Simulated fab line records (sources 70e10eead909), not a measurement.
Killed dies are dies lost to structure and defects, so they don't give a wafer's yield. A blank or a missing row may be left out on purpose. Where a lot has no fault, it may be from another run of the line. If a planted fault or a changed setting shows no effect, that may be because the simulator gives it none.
fab line records	flow nandHarc
[record] lots = 13	wafers = 39	lastDay = 33
route steps=1302 shown A_STAIRCASE@877 A_SGD_CUT@905
lots untouched by any fault: they come from a run of this same line in which no faults occurred
startH: the number of hours between the record's first day and the start of the first shown wafer of the lot	waitH: time in hours since the lot's previous step	" the same as in the row above	L1.1+2: a row that stands for several wafers	- value missing, or start not given	* or withheld: withheld	< > ~ a bound
route shown NAME@n: a module of which the file shows steps, and the number in the route of the first	usual: mean/standard deviation taken from wafers without a fault	same: alike in all rows	chamber/n: place in a boat	sites: the reading at each site	_std_site: standard deviation of those values	_edge_site: mean of outer sites minus mean of inner sites	radiusMm: how far each site lies from the wafer's centre	mask NAME#n: copy n	behind: the most recent tool/chamber to have shaped the wafer	hold: why the lot went on hold/how many hours it stayed there/how the hold came to an end	device: the n, p or np transistor that did not switch	end of line: tests run on the same wafers once the route is complete	a step without rows: its recipe alone	killed: the dies lost at the first sort to structure and to defects; this is not the yield of the wafer	map: a wafer's dies, x killed, . not, _ none there
set.NAME: the setting that was run; set.NAME@STEP: the one run at that earlier step	model.NAME: the simulator's own value behind a step, which no gauge read
steps of the route over a sample of lots; a table a step, a row a wafer
services: the hour from which a tool's chamber was out of use, counted from the record's first day as startH (under 0 if before that day), plus the number of hours and why
[[steps]]
[step NHARC_A_STAIRCASE_CMP_152]
[usual] motorCurrentA = 12.4/1.3
lot.wafer	tool	chamber	startH	waitH	motorCurrentA
L420.3	cmp-01	3	432.08	0.1	11.5
L420.1	"	2	"	"	13.9
L420.5	"	0	"	"	13.2
L422.4	cmp-04	1	437.03	0.1	13.0
L422.5	"	1	"	"	13.1
L422.6	"	2	"	"	10.2
L421.2	cmp-03	2	437.24	0.1	15.8
L421.4	"	3	"	"	12.7
L421.5	"	2	"	"	14.6
L423.2	cmp-03	3	472.89	0.1	11.9
L423.3	"	1	"	"	11.5
L423.6	"	0	"	"	12.0
L425.4	cmp-03	0	480.75	0.1	12.4
L425.2	"	2	"	"	14.5
L425.1	"	3	"	"	11.6
L426.3	cmp-03	1	484.99	0.1	11.0
L426.5	"	2	"	"	14.7
L426.6	"	3	"	"	11.6
L429.4	cmp-01	2	525.43	0.1	13.4
L429.1	"	3	"	"	12.5
L429.5	"	2	"	"	14.6
L433.1	cmp-04	1	570.66	0.1	13.3
L433.4	"	2	"	"	11.0
L433.5	"	3	"	"	11.9
L438.2	cmp-04	1	611.19	0.1	12.8
L438.3	"	2	"	"	10.6
L438.5	"	1	"	"	13.2
L441.1	cmp-04	3	644.55	0.1	12.5
L441.3	"	1	"	"	13.1
L441.6	"	0	"	"	13.2
L440.2	cmp-04	2	644.81	0.1	10.6
L440.3	"	3	"	"	12.0
L440.5	"	1	"	"	13.3
L443.4	cmp-01	2	654.19	0.1	13.7
L443.2	"	3	"	"	12.5
L443.1	"	1	"	"	12.2
L442.2	cmp-01	3	655.46	0.1	11.9
L442.5	"	1	"	"	12.2
L442.6	"	2	"	"	13.4
[step NHARC_A_STAIRCASE_CMP_472]
[recipe] material = SiO2
[usual] motorCurrentA = 12.4/1.1
lot.wafer	tool	chamber	startH	waitH	motorCurrentA
L420.1	cmp-01	3	433.90	0.2	11.9
L420.3	"	0	"	"	13.5
L420.5	"	0	"	"	13.8
L422.4	cmp-01	0	438.42	0.2	13.3
L422.6	"	3	"	"	11.9
L422.5	"	0	"	"	13.3
L421.2	cmp-04	3	438.61	0.2	11.6
L421.4	"	2	"	"	10.3
L421.5	"	0	"	"	14.0
L423.2	cmp-01	2	475.66	0.2	13.7
L423.3	"	0	"	"	13.3
L423.6	"	2	"	"	14.1
L425.4	cmp-04	2	482.42	0.2	10.9
L425.2	"	3	"	"	11.5
L425.1	"	0	"	"	13.4
L426.3	cmp-04	2	486.35	0.2	10.5
L426.5	"	1	"	"	13.1
L426.6	"	2	"	"	10.7
L429.4	cmp-04	3	526.82	0.1	11.4
L429.1	"	0	"	"	13.8
L429.5	"	0	"	"	13.3
L433.1	cmp-03	0	572.04	0.3	12.8
L433.4	"	1	"	"	11.2
L433.5	"	0	"	"	12.2
L438.2	cmp-01	1	612.66	0.3	11.5
L438.3	"	2	"	"	13.7
L438.5	"	1	"	"	11.8
L441.3	cmp-01	0	645.95	0.2	13.4
L441.1	"	2	"	"	14.0
L441.6	"	0	"	"	12.8
L440.2	cmp-04	1	646.21	0.2	12.3
L440.3	"	2	"	"	11.0
L440.5	"	3	"	"	11.3
L443.1	cmp-04	2	655.69	0.3	11.0
L443.4	"	3	"	"	11.9
L443.2	"	0	"	"	13.4
L442.2	cmp-01	3	656.99	0.3	12.0
L442.6	"	1	"	"	11.2
L442.5	"	2	"	"	13.5
[step NHARC_A_SGD_CUT_ETCH_58]
[recipe] targetDepthA = 390	overEtchFrac = 0.3	timeS = 65	ionEnergyEv = 80	cf4FlowSccm = 150	arFlowSccm = 0	rfW = 300	biasW = 100	chemistry = CF4
[usual] cf4FlowSccm = 149.9/0.43	drypumpMotorCurrentA = 5.7/0.58	oesProductAu = 1.003/0.011	rfVppV = 151.0/1.1	showerheadPlenumPTorr = 1.75/0.058	throttleValvePct = 13.284/0.0093
lot.wafer	tool	chamber	startH	waitH	cf4FlowSccm	drypumpMotorCurrentA	oesProductAu	rfHoursCounterH	rfVppV	showerheadPlenumPTorr	throttleValvePct
L420.1	rieDiel-13	1	435.30	0.1	150.0	5.1	0.995	5	152.4	1.87	13.284
L420.3	"	0	"	"	149.8	6.7	1.001	5	150.4	1.70	13.288
L420.5	"	2	"	"	149.9	5.3	1.016	-	151.7	1.72	13.270
L422.4	rieDiel-13	2	439.87	0.1	150.1	5.3	1.012	-	150.8	1.72	13.271
L422.5	"	2	"	"	150.6	5.3	1.019	-	151.9	1.72	13.295
L422.6	"	0	"	"	150.8	6.7	1.004	-	150.2	1.70	13.288
L421.4	rieDiel-10	3	440.01	0.1	149.9	6.2	0.995	1	152.4	1.81	13.300
L421.2	"	2	"	"	149.9	6.0	0.989	1	150.4	1.72	13.291
L421.5	"	3	"	"	150.5	6.2	0.998	-	151.2	1.81	13.276
L423.2	rieDiel-13	1	476.99	0.1	150.0	5.1	0.989	7	153.3	1.87	13.259
L423.3	"	2	"	"	149.8	5.3	1.013	-	152.0	1.72	13.305
L423.6	"	1	"	"	150.1	5.1	1.001	-	151.9	1.87	13.301
L425.1	rieDiel-05	0	483.69	0.1	150.3	5.0	1.007	4	149.5	1.78	13.272
L425.4	"	1	"	"	150.1	6.5	1.014	4	149.9	1.67	13.285
L425.2	"	3	"	"	150.0	5.7	1.017	5	151.5	1.76	13.286
L426.3	rieDiel-13	3	487.75	0.1	149.5	6.2	0.987	7	151.8	1.80	13.295
L426.6	"	3	"	"	149.8	6.3	0.994	-	151.9	1.80	13.288
L426.5	"	0	"	"	149.9	6.7	1.014	-	151.7	1.70	13.300
L429.1	rieDiel-05	2	528.34	0.3	150.1	5.3	1.013	7	150.5	1.71	13.293
L429.5	"	1	"	"	150.6	6.4	1.012	-	149.7	1.67	13.281
L429.4	"	2	"	"	149.5	5.3	1.021	-	151.1	1.71	13.279
L433.1	rieDiel-05	3	573.41	0.1	149.8	5.7	0.993	9	150.5	1.76	13.287
L433.4	"	0	"	"	149.3	5.0	0.833	10	151.1	1.78	13.275
L433.5	"	0	"	"	149.5	5.0	0.832	-	152.5	1.78	13.292
L438.3	rieDiel-10	1	613.94	0.1	149.6	5.4	0.997	1	151.5	1.80	13.287
L438.2	"	2	"	"	149.9	6.1	1.010	1	150.8	1.71	13.283
L438.5	"	3	"	"	150.3	6.2	1.016	-	152.3	1.81	13.282
L441.3	rieDiel-05	1	647.22	0.1	149.5	6.5	1.012	3	149.6	1.67	13.273
L441.1	"	0	"	"	149.9	5.0	0.983	3	149.4	1.78	13.280
L441.6	"	2	"	"	149.8	5.2	1.007	-	150.6	1.71	13.301
L440.3	rieDiel-13	2	647.66	0.1	150.1	5.3	1.000	6	150.5	1.72	13.288
L440.2	"	3	"	"	149.5	6.3	1.004	6	150.1	1.80	13.279
L440.5	"	0	"	"	149.2	6.7	1.012	-	150.9	1.70	13.283
L443.4	rieDiel-13	3	657.16	0.1	149.6	6.3	1.008	7	152.7	1.80	13.304
L443.1	"	0	"	"	150.1	6.7	1.006	6	151.4	1.70	13.281
L443.2	"	2	"	"	149.6	5.3	1.002	7	150.4	1.72	13.284
L442.2	rieDiel-05	1	658.45	0.1	149.9	6.4	1.018	3	150.5	1.67	13.267
L442.5	"	2	"	"	150.3	5.3	1.013	-	150.1	1.71	13.265
L442.6	"	3	"	"	149.6	5.7	0.986	-	151.3	1.76	13.276
[step NHARC_A_SGD_CUT_STRIP_28]
[recipe] timeS = 20	o2FlowSccm = 500	arFlowSccm = 0	biasW = 0	chemistry = O2
[usual] drypumpMotorCurrentA = 5.8/0.55	oesProductAu = 1.001/0.011	rfVppV = 57.8/0.85	showerheadPlenumPTorr = 3.50/0.11	throttleValvePct = 17.037/0.0087
lot.wafer	tool	chamber	startH	waitH	drypumpMotorCurrentA	oesProductAu	rfHoursCounterH	rfVppV	showerheadPlenumPTorr	throttleValvePct
L420.1	rieDiel-13	0	441.84	0.2	6.8	1.016	6	58.3	3.40	17.026
L420.3	"	2	"	"	5.3	1.033	6	58.7	3.43	17.045
L420.5	"	3	"	"	6.3	0.987	-	57.2	3.59	17.052
L421.2	rieDiel-05	2	-	-	5.2	1.018	3	57.8	3.42	17.027
L421.4	"	0	"	"	5.1	0.997	3	58.0	3.56	17.035
L421.5	"	2	"	"	5.2	1.016	-	57.2	3.42	17.037
L422.4	rieDiel-10	3	-	-	6.2	0.987	2	57.7	3.62	17.029
L422.6	"	1	"	"	5.4	1.017	-	56.7	3.59	17.026
L422.5	"	2	"	"	6.0	0.982	-	57.1	3.42	17.026
L423.2	rieDiel-13	1	-	-	5.1	0.994	8	58.3	3.73	17.040
L423.3	"	3	"	"	6.3	0.982	7	59.2	3.59	17.029
L423.6	"	1	"	"	5.1	0.993	-	59.3	3.73	17.035
L425.2	rieDiel-13	2	-	-	5.3	1.010	9	58.2	3.43	17.037
L425.1	"	3	"	"	6.3	0.991	7	57.8	3.59	17.021
L425.4	"	0	"	"	6.7	1.010	9	58.9	3.40	17.039
L426.3	rieDiel-10	2	-	-	6.0	1.002	6	57.1	3.42	17.034
L426.6	"	0	"	"	5.9	0.999	-	57.4	3.42	17.044
L426.5	"	1	"	"	5.4	0.999	-	56.7	3.59	17.032
L429.1	rieDiel-13	3	-	-	6.3	1.003	0	57.7	3.59	17.035
L429.4	"	1	"	"	5.1	1.001	0	58.7	3.73	17.027
L429.5	"	0	"	"	6.8	0.985	-	57.0	3.40	17.038
L433.1	rieDiel-05	3	-	-	5.7	0.997	10	57.9	3.52	17.041
L433.4	"	1	"	"	6.5	1.020	8	57.3	3.32	17.021
L433.5	"	0	"	"	5.1	1.001	-	55.7	3.55	17.046
L438.3	rieDiel-05	3	-	-	5.7	0.989	2	56.8	3.52	17.030
L438.2	"	0	"	"	5.0	0.985	2	59.2	3.55	17.043
L438.5	"	1	"	"	6.5	1.003	-	57.3	3.32	17.042
L440.3	rieDiel-10	2	-	-	6.1	0.997	4	55.6	3.41	17.036
L440.2	"	3	"	"	6.2	1.009	4	60.2	3.61	17.037
L440.5	"	2	"	"	6.0	0.995	-	57.3	3.41	17.049
L441.1	rieDiel-05	0	-	-	5.0	0.985	3	58.5	3.55	17.029
L441.3	"	3	"	"	5.7	0.977	3	56.5	3.52	17.027
L441.6	"	1	"	"	6.5	1.004	-	57.5	3.32	17.052
L443.2	rieDiel-05	3	-	-	5.7	0.994	3	58.5	3.52	17.044
L443.4	"	0	"	"	5.0	0.981	4	57.1	3.55	17.045
L443.1	"	1	"	"	6.5	1.018	4	57.4	3.32	17.032
L442.2	rieDiel-13	3	-	-	6.3	1.007	7	58.3	3.59	17.022
L442.5	"	0	"	"	6.7	1.011	-	57.9	3.39	17.038
L442.6	"	1	"	"	5.1	1.016	-	59.2	3.72	17.035
[[services]]
tool	chamber	startH	hours	kind
cmp-03	-	412.07	2.5	repair
rieDiel-10	-	419.71	9.0	pm
rieDiel-13	3	436.57	4.4	repair
rieDiel-13	1	437.49	6.1	repair
cmp-04	-	445.41	0.9	repair
rieDiel-13	0	470.49	8.1	repair
rieDiel-13	-	471.41	0.2	repair
rieDiel-13	3	476.78	6.5	repair
cmp-04	-	478.05	4.0	pm
cmp-01	-	481.45	4.0	pm
rieDiel-05	1	506.23	16.4	repair
rieDiel-13	-	519.08	9.0	pm
rieDiel-05	3	526.69	4.7	repair
rieDiel-05	1	547.75	3.1	repair
rieDiel-13	-	574.86	1.1	repair
cmp-04	-	576.05	4.0	pm
cmp-01	-	579.45	4.0	pm
rieDiel-05	-	583.60	9.0	pm
cmp-04	-	589.22	2.8	repair
cmp-01	-	597.02	3.1	repair
rieDiel-13	2	609.36	2.9	repair
cmp-04	-	617.22	0.6	repair
rieDiel-05	-	631.67	1.0	repair
rieDiel-13	2	636.52	5.3	repair
[[key]]
[firstSign] step = NHARC_A_SGD_CUT_ETCH_58	reading = oesProductAu	direction = down	sigmas = 16	usual = 1.003	struck = 0.832
effect none on later readings
metAt NHARC_A_SGD_CUT_ETCH_58
struckLots L433
struckWafers L433.4,L433.5
sortLeftOut L433.4,L433.5
testerLeftOut L433
notActingAt NHARC_A_STAIRCASE_CMP_152,NHARC_A_STAIRCASE_CMP_472,NHARC_A_SGD_CUT_STRIP_28
onsetBetween 483.69 573.41
[fault] kind = processParameterDrift	tool = rieDiel-05	chamber = 0	onsetH = 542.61	steps = NHARC_A_SGD_CUT_ETCH_58	channel = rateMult	offset = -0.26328	shape = step	endH = 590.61
// testerLeftOut: of these lots the tester's yield and bins aren't shown, on N5 and GAA mostly nor the transistor test; their killed dies are dies lost to structure and defects alone, not to doping, threshold or leakage, so they don't give the yield
// sortLeftOut: the simulated sort isn't trusted on such a fault, so these wafers' sort isn't shown, and their yield isn't known
